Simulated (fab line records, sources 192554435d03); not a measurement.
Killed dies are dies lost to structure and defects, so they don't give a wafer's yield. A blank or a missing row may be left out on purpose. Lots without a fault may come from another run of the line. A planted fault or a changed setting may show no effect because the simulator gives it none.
Which tool did it? | flow n5_finfet | 12 lots, 36 wafers sampled, at 1 step of a route of 1938

WHAT THE GAUGES READ, wafer by wafer
N5_BEOL_M9_CD_MEAS_28: target cd 70 nm.
lot  | measured     | on        | cd_nm (nm)
L076 | day 9 23:07  | cd_sem-02 | 69.95 69.96 70.18
L079 | day 10 06:25 | cd_sem-01 | 70.00 70.11 70.18
L078 | day 10 08:31 | cd_sem-01 | 69.81 70.16 70.29
L080 | day 11 02:01 | cd_sem-03 | 70.10 69.52 69.64
L084 | day 11 22:32 | cd_sem-01 | 70.07 69.99 70.03
L085 | day 12 05:04 | cd_sem-03 | 70.11 69.58 70.00
L088 | day 13 02:46 | cd_sem-02 | 70.29 69.81 70.55
L091 | day 13 20:17 | cd_sem-02 | 70.09 70.26 69.99
L089 | day 13 22:28 | cd_sem-03 | 70.05 69.82 70.03
L092 | day 14 07:02 | cd_sem-01 | 70.00 69.95 70.26
L095 | day 15 03:26 | cd_sem-02 | 69.87 70.11 69.93
L097 | day 15 09:35 | cd_sem-01 | 70.66 70.03 70.14

WHICH TOOL RAN EACH LOT (tool, then ch and the chambers of the sampled wafers, then the start)
The record holds no process step before these readings.

THE ANSWER, worked out from the rows above alone
Rule: what is usual is taken from the lots themselves. Put in order of their means at a reading, lots are off if they are a third of the lots or fewer, leave a main group of 4 or more, and stand apart from it by a gap of 3 or more times the standard deviation of the main group's means; of several such gaps the widest counts. A main group whose means are all the same, to the digits that the tables above print for the reading, isn't used. A lot without any number at a reading at which 4 lots or more have one is off too. The other lots that the step has rows for count as sound.
No lot is off at any reading shown: from this, nothing can be told.

WHAT THE SIMULATOR HAD PUT IN
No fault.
